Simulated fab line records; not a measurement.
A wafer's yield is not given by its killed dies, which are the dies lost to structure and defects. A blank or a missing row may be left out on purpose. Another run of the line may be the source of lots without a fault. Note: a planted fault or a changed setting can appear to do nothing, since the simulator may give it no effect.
Struck lot and sound lot, side by side :: flow nand-harc :: 14 steps out of a route of 1302
Sound: wafers L244.3, L244.4, L244.6. Wafers struck: L252.3, L252.5, L252.6. The cause is named last.
Order at every step that has rows: each side's tool, ch and its chambers, its first start. Under that, the readings that differ: sound wafers :: struck wafers :: difference of the means :: sigmas: that difference in standard deviations of wafers without a fault.
alike: readings with means less than 2 such deviations apart, plus words and numbers identical on both sides. not compared: withheld readings, readings lacking a value on some wafer, bounds such as >300 that could conceal the same value, and numbers that have no deviation in the record and whose values overlap.
The two part at a step that has a row with sigmas, a row that says differs or no value, or rows on one side only. Numbers that have no deviation but don't overlap get no sigmas and don't part them. A reading that every wafer of one side lacks parts them only if that side has two wafers or more.

first, 4 steps without rows for these wafers: NHARC_P_GATE_EBR_07; NHARC_P_GATE_EXPOSE_08 (exposes mask P HV); NHARC_P_GATE_PEB_09 (peb time 85 s); NHARC_P_GATE_DEVELOP_10 (time 70 s).
NHARC_P_GATE_CD_MEAS_11: the cd target is 1640 nm.
  sound on cd-sem-02 ch 0, day 4 18:33; struck on cd-sem-03 ch 0, day 8 02:03
  alike: cd-nm
then, 1 step without rows for these wafers: NHARC_P_GATE_HARDBAKE_12 (time 80 s).
NHARC_P_GATE_DESCUM_13: chemistry O2, time 3 s.
  sound on rie-diel-11 ch 0,1, day 4 18:42; struck on rie-diel-04 ch 0,2,3, day 8 02:14
  alike: drypump-motor-current-A, oes-product-au, rf-vpp-V, showerhead-plenum-p-Torr, throttle-valve-pct
  not compared: rf-hours-counter-h
then, 5 steps without rows for these wafers: NHARC_P_GATE_ETCH_14 (etches SiO2 in dHF, target depth 48.8 nm); NHARC_P_GATE_STRIP_15 (strips in SPM, time 780 s); NHARC_P_GATE_PRECLEAN_71 (cleans in SC1); NHARC_P_GATE_SRD_72; NHARC_P_GATE_OXIDE_16 (material SiO2, target thk 3 nm, ox time 392 s).
NHARC_P_GATE_CVD_17: deposits poly-Si, target thk 150 nm, time 900 s.
  sound on lpcvd-poly-03 ch 0, day 5 04:30; struck on lpcvd-poly-02 ch 0, day 8 16:11
  alike: spike-tc-top-C
NHARC_P_GATE_HM_DEP_102: deposits aC, target thk 120 nm.
  sound on acl-dep-02 ch 0, day 5 07:20; struck on acl-dep-01 ch 0, day 8 19:20
  alike: throttle-valve-pct

== WHERE THEY PART ==
Nowhere in this record.

WHY: what the simulator had put in
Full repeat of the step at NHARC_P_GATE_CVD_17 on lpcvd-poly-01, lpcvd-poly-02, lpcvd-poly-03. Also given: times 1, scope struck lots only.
